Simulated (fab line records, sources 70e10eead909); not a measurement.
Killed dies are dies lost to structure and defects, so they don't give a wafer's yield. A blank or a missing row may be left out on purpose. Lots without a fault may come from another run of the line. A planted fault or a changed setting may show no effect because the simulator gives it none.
Which tool did it? | flow nand_harc | 24 lots, 72 wafers sampled, at 6 steps of a route of 1302

WHAT THE GAUGES READ, wafer by wafer
The record holds no reading of a measuring or inspecting step that can be judged against a usual standard deviation.

WHICH TOOL RAN EACH LOT (tool, then ch and the chambers of the sampled wafers, then the start)
lot  | NHARC_P_STI_ETCH_42                | NHARC_P_GATE_DEP_103            | NHARC_P_GATE_HM_OPEN_105                      | NHARC_P_GATE_STRIP_112               | NHARC_P_GATE_STRIP_95                | NHARC_P_GATE_DEGAS_109
L074 | rie_diel-03 ch 0,1, day 3 03:17    | pecvd-02 ch 0,2, day 5 09:31    | rie_diel-01 ch 0,1,3, day 6 00:26 or earlier  | plasma_asher-01 ch 0,1, day 6 00:26  | plasma_asher-01 ch 0,1, day 6 02:58  | pvd_sputter-01, day 6 03:50
L075 | rie_diel-03 ch 1,2,3, day 3 08:25  | pecvd-02 ch 0,1, day 5 08:53    | rie_diel-01 ch 0,1,2, day 5 23:47 or earlier  | plasma_asher-02 ch 0,1, day 5 23:47  | plasma_asher-02 ch 0,1, day 6 02:05  | pvd_sputter-03, day 6 02:58
L076 | rie_diel-06 ch 0,1,2, day 3 17:50  | pecvd-02 ch 0,1,2, day 5 22:25  | rie_diel-10 ch 0,1,2, day 6 13:11 or earlier  | plasma_asher-02 ch 0,1, day 6 13:11  | plasma_asher-02 ch 0,1, day 6 15:38  | pvd_sputter-03, day 6 16:31
L077 | rie_diel-06 ch 1,2, day 4 03:15    | pecvd-03 ch 0,1,2, day 6 16:43  | rie_diel-10 ch 0,2,3, day 7 07:42 or earlier  | plasma_asher-02 ch 0,1, day 7 07:42  | plasma_asher-02 ch 0,1, day 7 10:16  | pvd_sputter-01, day 7 11:08
L078 | rie_diel-03 ch 1,2, day 4 13:41    | pecvd-03 ch 0,1, day 6 19:04    | rie_diel-10 ch 0,2,3, day 7 09:56 or earlier  | plasma_asher-01 ch 0, day 7 09:56    | plasma_asher-02 ch 0,1, day 7 12:24  | pvd_sputter-03, day 7 13:17
L079 | rie_diel-03 ch 0,1,3, day 5 00:10  | pecvd-04 ch 0,2, day 7 02:13    | rie_diel-01 ch 0,1,2, day 7 19:32 or earlier  | plasma_asher-01 ch 0,1, day 7 19:32  | plasma_asher-02 ch 0,1, day 7 21:52  | pvd_sputter-01, day 7 22:43
L080 | rie_diel-08 ch 0,1, day 5 09:41    | pecvd-02 ch 1,2, day 7 14:11    | rie_diel-13 ch 0,3, day 8 05:10 or earlier    | plasma_asher-02 ch 0,1, day 8 05:10  | plasma_asher-01 ch 0,1, day 8 07:37  | pvd_sputter-02, day 8 08:29
L081 | rie_diel-03 ch 0,2,3, day 5 18:16  | pecvd-03 ch 0,2, day 7 18:39    | rie_diel-10 ch 0,2,3, day 8 09:26 or earlier  | plasma_asher-01 ch 0,1, day 8 09:26  | plasma_asher-01 ch 0,1, day 8 11:46  | pvd_sputter-02, day 8 12:37
L082 | rie_diel-08 ch 0,1, day 6 04:27    | pecvd-04 ch 0,1,2, day 8 07:53  | rie_diel-13 ch 0,2,3, day 8 22:44 or earlier  | plasma_asher-02 ch 0,1, day 8 22:44  | plasma_asher-01 ch 0,1, day 9 00:58  | pvd_sputter-02, day 9 01:50
L083 | rie_diel-08 ch 2,3, day 6 13:38    | pecvd-02 ch 0,1, day 8 12:55    | rie_diel-10 ch 0,1,2, day 9 03:50 or earlier  | plasma_asher-01 ch 0,1, day 9 03:50  | plasma_asher-02 ch 0,1, day 9 06:13  | pvd_sputter-02, day 9 07:13
L084 | rie_diel-06 ch 1,2,3, day 6 23:43  | pecvd-04 ch 0,2, day 9 03:37    | rie_diel-13 ch 0,1,3, day 9 19:10 or earlier  | plasma_asher-02 ch 0,1, day 9 19:10  | plasma_asher-02 ch 0,1, day 9 21:28  | pvd_sputter-01, day 9 22:21
L085 | rie_diel-06 ch 0,1, day 7 08:31    | pecvd-03 ch 0,1,2, day 9 11:19  | rie_diel-10 ch 0,2,3, day 10 02:10 or earlier | plasma_asher-02 ch 0,1, day 10 02:10 | plasma_asher-01 ch 0,1, day 10 04:24 | pvd_sputter-01, day 10 05:15
L086 | rie_diel-08 ch 0,2,3, day 7 18:31  | pecvd-02 ch 0,2, day 10 09:46   | rie_diel-13 ch 0,1, day 11 00:50 or earlier   | plasma_asher-01 ch 0,1, day 11 00:50 | plasma_asher-02 ch 0,1, day 11 03:16 | pvd_sputter-03, day 11 04:08
L087 | rie_diel-08 ch 0,1, day 8 08:44    | pecvd-03 ch 0,1, day 11 02:05   | rie_diel-01 ch 0,3, day 11 16:50 or earlier   | plasma_asher-01 ch 0,1, day 11 16:50 | plasma_asher-01 ch 0,1, day 11 19:19 | pvd_sputter-01, day 11 20:14
L088 | rie_diel-03 ch 0,1,2, day 8 16:59  | pecvd-04 ch 1,2, day 11 02:04   | rie_diel-13 ch 1,2,3, day 11 17:45 or earlier | plasma_asher-01 ch 0,1, day 11 17:45 | plasma_asher-02 ch 0,1, day 11 20:09 | pvd_sputter-01, day 11 21:02
L089 | rie_diel-03 ch 0,3, day 9 03:22    | pecvd-02 ch 0,1,2, day 11 09:53 | rie_diel-01 ch 0,2,3, day 12 01:04 or earlier | plasma_asher-01 ch 0,1, day 12 01:04 | plasma_asher-01 ch 0,1, day 12 07:26 | pvd_sputter-02, day 12 08:17
L090 | rie_diel-08 ch 0,2, day 9 15:08    | pecvd-04 ch 0,1, day 11 23:29   | rie_diel-01 ch 0,3, day 12 14:19 or earlier   | plasma_asher-02 ch 0,1, day 12 14:19 | plasma_asher-02 ch 0,1, day 12 16:45 | pvd_sputter-02, day 12 17:37
L091 | rie_diel-06 ch 2,3, day 10 02:06   | pecvd-02 ch 0,1,2, day 12 13:26 | rie_diel-01 ch 1,3, day 13 04:07 or earlier   | plasma_asher-02 ch 0,1, day 13 04:07 | plasma_asher-02 ch 0,1, day 13 06:23 | pvd_sputter-02, day 13 07:16
L092 | rie_diel-08 ch 0,1,3, day 10 11:04 | pecvd-04 ch 1,2, day 12 21:46   | rie_diel-10 ch 1,2,3, day 13 12:35 or earlier | plasma_asher-02 ch 0,1, day 13 12:35 | plasma_asher-02 ch 0,1, day 13 14:54 | pvd_sputter-02, day 13 15:46
L093 | rie_diel-08 ch 0,1, day 10 22:01   | pecvd-03 ch 0,1, day 13 03:54   | rie_diel-10 ch 0,2, day 13 19:12 or earlier   | plasma_asher-02 ch 0,1, day 13 19:12 | plasma_asher-01 ch 0,1, day 13 21:34 | pvd_sputter-03, day 13 22:25
L094 | rie_diel-06 ch 1,2,3, day 11 05:17 | pecvd-04 ch 0,1,2, day 13 08:13 | rie_diel-01 ch 1,2,3, day 13 22:55 or earlier | plasma_asher-02 ch 0,1, day 13 22:55 | plasma_asher-01 ch 0,1, day 14 01:19 | pvd_sputter-03, day 14 02:10
L095 | rie_diel-08 ch 0,1,3, day 11 13:22 | pecvd-03 ch 0,1,2, day 13 19:52 | rie_diel-13 ch 1,2, day 14 10:40 or earlier   | plasma_asher-02 ch 0,1, day 14 10:40 | plasma_asher-01 ch 0,1, day 14 13:01 | pvd_sputter-02, day 14 13:55
L096 | rie_diel-08 ch 2,3, day 12 03:17   | pecvd-04 ch 0,2, day 14 05:18   | rie_diel-13 ch 0,2,3, day 14 20:04 or earlier | plasma_asher-02 ch 0,1, day 14 20:04 | plasma_asher-01 ch 0,1, day 14 22:26 | pvd_sputter-03, day 14 23:22
L097 | rie_diel-03 ch 0,2, day 12 10:44   | pecvd-04 ch 1,2, day 14 10:09   | rie_diel-01 ch 0,1, day 15 01:08 or earlier   | plasma_asher-01 ch 0,1, day 15 01:08 | plasma_asher-02 ch 0,1, day 15 03:23 | pvd_sputter-01, day 15 04:16
- NHARC_P_STI_ETCH_42: etches the open film in N2/H2, target depth 80 nm, overetch 24 nm, time 61 s.
- NHARC_P_GATE_DEP_103: deposits SiON, target thk 30 nm.
- NHARC_P_GATE_HM_OPEN_105: chemistry O2/COS, target depth 360 nm.
- NHARC_P_GATE_STRIP_112: strips in N2/H2, time 200 s.
- NHARC_P_GATE_STRIP_95: strips in O2.
- NHARC_P_GATE_DEGAS_109: time 60 s.

WHAT THE TOOLS THEMSELVES READ (means of the sampled wafers that have a number; where no wafer has one, the mark that the record gives instead)
NHARC_P_STI_ETCH_42.
lot  | tool        | drypump_motor_current_A (A) | oes_product_au (a.u.) | rf_vpp_V (V) | showerhead_plenum_p_Torr (Torr) | throttle_valve_pct (%)
L074 | rie_diel-03 | 5.3                         | 1.005                 | 430.5        | 2.04                            | 14.172
L075 | rie_diel-03 | 5.2                         | 1.001                 | 431.3        | 2.10                            | 14.171
L076 | rie_diel-06 | 6.1                         | 1.010                 | 430.9        | 2.06                            | 14.182
L077 | rie_diel-06 | 6.4                         | 1.011                 | 429.3        | 2.01                            | 14.168
L078 | rie_diel-03 | 5.1                         | 0.994                 | 430.2        | 2.05                            | 14.169
L079 | rie_diel-03 | 5.4                         | 0.997                 | 431.2        | 2.08                            | 14.173
L080 | rie_diel-08 | 6.1                         | 1.008                 | 426.1        | 1.90                            | 14.168
L081 | rie_diel-03 | 5.5                         | 1.005                 | 433.6        | 2.14                            | 14.177
L082 | rie_diel-08 | 6.0                         | 1.001                 | 427.2        | 1.91                            | 14.161
L083 | rie_diel-08 | 5.6                         | 1.006                 | 429.8        | 2.01                            | 14.179
L084 | rie_diel-06 | 6.1                         | 0.996                 | 430.5        | 2.04                            | 14.160
L085 | rie_diel-06 | 5.8                         | 0.995                 | 432.0        | 2.10                            | 14.167
L086 | rie_diel-08 | 5.8                         | 1.001                 | 428.2        | 1.96                            | 14.170
L087 | rie_diel-08 | 6.1                         | 1.008                 | 426.7        | 1.89                            | 14.169
L088 | rie_diel-03 | 5.4                         | 1.007                 | 432.2        | 2.10                            | 14.176
L089 | rie_diel-03 | 5.7                         | 0.994                 | 432.2        | 2.13                            | 14.173
L090 | rie_diel-08 | 5.8                         | 0.992                 | 428.1        | 1.95                            | 14.172
L091 | rie_diel-06 | 6.2                         | 0.999                 | 428.6        | 1.99                            | 14.179
L092 | rie_diel-08 | 6.0                         | 1.002                 | 426.6        | 1.90                            | 14.171
L093 | rie_diel-08 | 6.0                         | 0.998                 | 426.6        | 1.90                            | 14.167
L094 | rie_diel-06 | 6.1                         | 1.000                 | 431.2        | 2.03                            | 14.178
L095 | rie_diel-08 | 6.0                         | 1.004                 | 426.4        | 1.90                            | 14.176
L096 | rie_diel-08 | 5.7                         | 0.999                 | 428.5        | 1.96                            | 14.175
L097 | rie_diel-03 | 5.7                         | 1.005                 | 434.0        | 2.14                            | 14.165

NHARC_P_GATE_DEP_103.
lot  | tool     | heater_power_w (W) | susceptor_temp_C (C)
L074 | pecvd-02 | 778                | 399.70
L075 | pecvd-02 | 703                | 400.16
L076 | pecvd-02 | 753                | 399.91
L077 | pecvd-03 | 733                | 399.90
L078 | pecvd-03 | 699                | 400.08
L079 | pecvd-04 | 793                | 399.94
L080 | pecvd-02 | 693                | 399.91
L081 | pecvd-03 | 750                | 399.83
L082 | pecvd-04 | 802                | 400.28
L083 | pecvd-02 | 787                | 400.10
L084 | pecvd-04 | 872                | 399.93
L085 | pecvd-03 | 789                | 399.88
L086 | pecvd-02 | 764                | 399.74
L087 | pecvd-03 | 778                | 399.89
L088 | pecvd-04 | 705                | 400.18
L089 | pecvd-02 | 723                | 399.97
L090 | pecvd-04 | 810                | 399.91
L091 | pecvd-02 | 747                | 399.86
L092 | pecvd-04 | 794                | 399.88
L093 | pecvd-03 | 751                | 400.12
L094 | pecvd-04 | 814                | 399.98
L095 | pecvd-03 | 707                | 400.11
L096 | pecvd-04 | 835                | 400.01
L097 | pecvd-04 | 814                | 400.14

NHARC_P_GATE_HM_OPEN_105.
lot  | tool        | drypump_motor_current_A (A) | oes_product_au (a.u.) | rf_vpp_V (V) | showerhead_plenum_p_Torr (Torr) | throttle_valve_pct (%)
L074 | rie_diel-01 | 5.8                         | 1.013                 | 470          | 3.25                            | 28.322
L075 | rie_diel-01 | 6.2                         | 0.996                 | 468          | 3.19                            | 28.329
L076 | rie_diel-10 | 5.9                         | 1.001                 | 465          | 3.04                            | 28.325
L077 | rie_diel-10 | 5.8                         | 1.002                 | 467          | 3.06                            | 28.329
L078 | rie_diel-10 | 5.8                         | 0.997                 | 466          | 3.06                            | 28.334
L079 | rie_diel-01 | 6.3                         | 1.006                 | 469          | 3.19                            | 28.319
L080 | rie_diel-13 | 5.5                         | 1.003                 | 464          | 2.96                            | 28.325
L081 | rie_diel-10 | 5.8                         | 0.989                 | 466          | 3.06                            | 28.344
L082 | rie_diel-13 | 5.9                         | 1.002                 | 464          | 2.95                            | 28.325
L083 | rie_diel-10 | 6.0                         | 0.999                 | 465          | 3.04                            | 28.332
L084 | rie_diel-13 | 5.8                         | 0.995                 | 464          | 2.95                            | 28.327
L085 | rie_diel-10 | 5.8                         | 1.003                 | 466          | 3.06                            | 28.332
L086 | rie_diel-13 | 5.5                         | 1.002                 | 463          | 2.96                            | 28.329
L087 | rie_diel-01 | 5.6                         | 1.003                 | 470          | 3.27                            | 28.319
L088 | rie_diel-13 | 6.2                         | 0.995                 | 464          | 2.93                            | 28.334
L089 | rie_diel-01 | 5.9                         | 1.007                 | 469          | 3.21                            | 28.335
L090 | rie_diel-01 | 5.6                         | 1.004                 | 471          | 3.27                            | 28.336
L091 | rie_diel-01 | 6.1                         | 1.007                 | 471          | 3.23                            | 28.330
L092 | rie_diel-10 | 5.9                         | 1.001                 | 467          | 3.14                            | 28.328
L093 | rie_diel-10 | 5.8                         | 1.003                 | 464          | 2.95                            | 28.336
L094 | rie_diel-01 | 6.1                         | 1.011                 | 469          | 3.19                            | 28.336
L095 | rie_diel-13 | 6.0                         | 1.013                 | 463          | 2.94                            | 28.332
L096 | rie_diel-13 | 5.9                         | 0.989                 | 463          | 2.94                            | 28.330
L097 | rie_diel-01 | 5.9                         | 1.015                 | 470          | 3.25                            | 28.334

NHARC_P_GATE_STRIP_112.
lot  | tool            | drypump_motor_current_A (A) | heater_power_w (W) | temp_c (C)
L074 | plasma_asher-01 | 5.6                         | 98                 | 109.93
L075 | plasma_asher-02 | 5.5                         | 79                 | 110.17
L076 | plasma_asher-02 | 5.8                         | 80                 | 109.99
L077 | plasma_asher-02 | 5.5                         | 79                 | 110.04
L078 | plasma_asher-01 | 5.3                         | 102                | 109.90
L079 | plasma_asher-01 | 5.6                         | 99                 | 110.09
L080 | plasma_asher-02 | 5.5                         | 78                 | 109.98
L081 | plasma_asher-01 | 5.9                         | 96                 | 110.02
L082 | plasma_asher-02 | 5.7                         | 81                 | 109.87
L083 | plasma_asher-01 | 5.6                         | 100                | 110.00
L084 | plasma_asher-02 | 5.7                         | 81                 | 110.07
L085 | plasma_asher-02 | 5.8                         | 81                 | 110.09
L086 | plasma_asher-01 | 5.6                         | 101                | 109.96
L087 | plasma_asher-01 | 5.8                         | 97                 | 110.04
L088 | plasma_asher-01 | 5.8                         | 97                 | 109.84
L089 | plasma_asher-01 | 5.6                         | 100                | 110.08
L090 | plasma_asher-02 | 5.7                         | 81                 | 110.00
L091 | plasma_asher-02 | 5.7                         | 80                 | 109.95
L092 | plasma_asher-02 | 5.5                         | 79                 | 109.91
L093 | plasma_asher-02 | 5.8                         | 81                 | 109.98
L094 | plasma_asher-02 | 5.7                         | 81                 | 109.90
L095 | plasma_asher-02 | 5.5                         | 79                 | 110.04
L096 | plasma_asher-02 | 5.5                         | 80                 | 110.00
L097 | plasma_asher-01 | 5.6                         | 100                | 109.91

NHARC_P_GATE_STRIP_95.
lot  | tool            | drypump_motor_current_A (A) | heater_power_w (W) | temp_c (C)
L074 | plasma_asher-01 | 5.6                         | 367                | 249.83
L075 | plasma_asher-02 | 5.5                         | 299                | 250.17
L076 | plasma_asher-02 | 5.7                         | 301                | 249.95
L077 | plasma_asher-02 | 5.7                         | 301                | 249.88
L078 | plasma_asher-02 | 5.7                         | 297                | 250.06
L079 | plasma_asher-02 | 5.8                         | 298                | 249.89
L080 | plasma_asher-01 | 5.6                         | 374                | 249.95
L081 | plasma_asher-01 | 5.8                         | 363                | 250.28
L082 | plasma_asher-01 | 5.8                         | 363                | 250.21
L083 | plasma_asher-02 | 5.8                         | 298                | 249.92
L084 | plasma_asher-02 | 5.7                         | 299                | 249.96
L085 | plasma_asher-01 | 5.9                         | 362                | 250.18
L086 | plasma_asher-02 | 5.5                         | 295                | 249.87
L087 | plasma_asher-01 | 5.9                         | 360                | 250.02
L088 | plasma_asher-02 | 5.8                         | 306                | 250.05
L089 | plasma_asher-01 | 5.9                         | 359                | 249.98
L090 | plasma_asher-02 | 5.5                         | 296                | 250.11
L091 | plasma_asher-02 | 5.7                         | 304                | 250.06
L092 | plasma_asher-02 | 5.5                         | 296                | 250.09
L093 | plasma_asher-01 | 5.8                         | 363                | 249.88
L094 | plasma_asher-01 | 5.8                         | 363                | 249.87
L095 | plasma_asher-01 | 5.8                         | 366                | 250.17
L096 | plasma_asher-01 | 5.8                         | 361                | 249.98
L097 | plasma_asher-02 | 5.8                         | 300                | 249.97

NHARC_P_GATE_DEGAS_109.
lot  | tool           | heater_power_w (W) | susceptor_temp_C (C)
L074 | pvd_sputter-01 | 503                | 299.93
L075 | pvd_sputter-03 | 424                | 300.03
L076 | pvd_sputter-03 | 470                | 300.21
L077 | pvd_sputter-01 | 489                | 299.71
L078 | pvd_sputter-03 | 472                | 300.09
L079 | pvd_sputter-01 | 484                | 300.05
L080 | pvd_sputter-02 | 461                | 300.14
L081 | pvd_sputter-02 | 483                | 300.05
L082 | pvd_sputter-02 | 490                | 300.22
L083 | pvd_sputter-02 | 454                | 299.95
L084 | pvd_sputter-01 | 463                | 300.06
L085 | pvd_sputter-01 | 480                | 300.01
L086 | pvd_sputter-03 | 525                | 299.95
L087 | pvd_sputter-01 | 442                | 299.79
L088 | pvd_sputter-01 | 468                | 300.04
L089 | pvd_sputter-02 | 465                | 300.10
L090 | pvd_sputter-02 | 493                | 300.23
L091 | pvd_sputter-02 | 480                | 299.99
L092 | pvd_sputter-02 | 470                | 300.11
L093 | pvd_sputter-03 | 482                | 300.19
L094 | pvd_sputter-03 | 491                | 300.16
L095 | pvd_sputter-02 | 492                | 300.00
L096 | pvd_sputter-03 | 498                | 300.05
L097 | pvd_sputter-01 | 522                | 300.11

THE ANSWER, worked out from the rows above alone
Rule: what is usual is taken from the lots themselves. Put in order of their means at a reading, lots are off if they are a third of the lots or fewer, leave a main group of 4 or more, and stand apart from it by a gap of 3 or more times the standard deviation of the main group's means; of several such gaps the widest counts. A main group whose means are all the same, to the digits that the tables above print for the reading, isn't used. A lot without any number at a reading at which 4 lots or more have one is off too. The other lots that the step has rows for count as sound. The gauges are gone through in route order, then the tools' own readings, and for those a lot's mean is taken as printed above. The first step at which some lot is off is used, and at that step the reading that is off furthest; a lot without a number counts as furthest.
No lot is off at any reading shown: from this, nothing can be told.

WHAT THE SIMULATOR HAD PUT IN
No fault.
